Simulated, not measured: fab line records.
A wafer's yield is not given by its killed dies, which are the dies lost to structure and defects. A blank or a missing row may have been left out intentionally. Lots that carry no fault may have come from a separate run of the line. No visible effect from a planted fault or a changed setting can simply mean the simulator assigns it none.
Chamber matching :: flow nand harc :: NHARC_A_STAIRCASE_ALD_420 on ald hk-02: 4 sister chambers
The step deposits SiO2, target thk 20 nm, pulse time 6 s, ald cycles 200. 8 wafers are shown with their chamber, then 10 later ones without.

== WAFERS WITH THEIR CHAMBER ==
wafer: L079.5
chamber: 3
heater power w (W): 485
precursor pulse height rel: 1.005

wafer: L088.4
chamber: 2
heater power w (W): 452
precursor pulse height rel: 1.010

wafer: L088.5
chamber: 0
heater power w (W): 453
precursor pulse height rel: 0.951

wafer: L089.1
chamber: 0
heater power w (W): 449
precursor pulse height rel: 0.993

wafer: L090.3
chamber: 3
heater power w (W): 493
precursor pulse height rel: 1.038

wafer: L090.6
chamber: 2
heater power w (W): 451
precursor pulse height rel: 0.979

wafer: L095.2
chamber: 1
heater power w (W): 409
precursor pulse height rel: 0.995

wafer: L095.5
chamber: 1
heater power w (W): 388
precursor pulse height rel: 0.966

== WAFERS WITHOUT THEIR CHAMBER ==
wafer: L095.6
heater power w (W): 451
precursor pulse height rel: 0.965

wafer: L095.1
heater power w (W): 451
precursor pulse height rel: 1.009

wafer: L095.3
heater power w (W): 448
precursor pulse height rel: 1.012

wafer: L095.4
heater power w (W): 494
precursor pulse height rel: 1.003

wafer: L096.3
heater power w (W): 463
precursor pulse height rel: 1.013

wafer: L096.4
heater power w (W): 394
precursor pulse height rel: 1.004

wafer: L096.5
heater power w (W): 446
precursor pulse height rel: 1.047

wafer: L096.1
heater power w (W): 449
precursor pulse height rel: 0.990

wafer: L096.2
heater power w (W): 485
precursor pulse height rel: 0.995

wafer: L096.6
heater power w (W): 400
precursor pulse height rel: 1.012

== WHICH CHAMBER EACH ONE RAN IN ==
wafer: L095.6
from the rows above: can't be placed: 0 or 2
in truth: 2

wafer: L095.1
from the rows above: can't be placed: 2 or 0
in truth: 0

wafer: L095.3
from the rows above: can't be placed: 2 or 0
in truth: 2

wafer: L095.4
from the rows above: 3
in truth: 3

wafer: L096.3
from the rows above: can't be placed: 2 or 0 or 3
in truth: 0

wafer: L096.4
from the rows above: 1
in truth: 1

wafer: L096.5
from the rows above: can't be placed: 2 or 0
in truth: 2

wafer: L096.1
from the rows above: can't be placed: 2 or 0
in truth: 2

wafer: L096.2
from the rows above: 3
in truth: 3

wafer: L096.6
from the rows above: 1
in truth: 1
Placed correctly: 4 of 10. Cannot be placed on the basis of these rows: 6; the candidates contain the true chamber in 6. Number placed wrongly: 0.
How it was worked out, from the rows above alone: a wafer's distance from a chamber is the root of the sum, over the readings, of the square of ((its reading less the chamber's mean) divided by the reading's scatter). If the next closest chamber is less than 2 further off than the closest, the wafer can't be placed; otherwise it belongs to the closest. For every chamber, the mean is computed from those of its wafers that are shown. How the scatter is found: for the shown wafers, subtract from each reading the mean of its chamber, square and add these, divide the total by (wafers less chambers), then take the root.
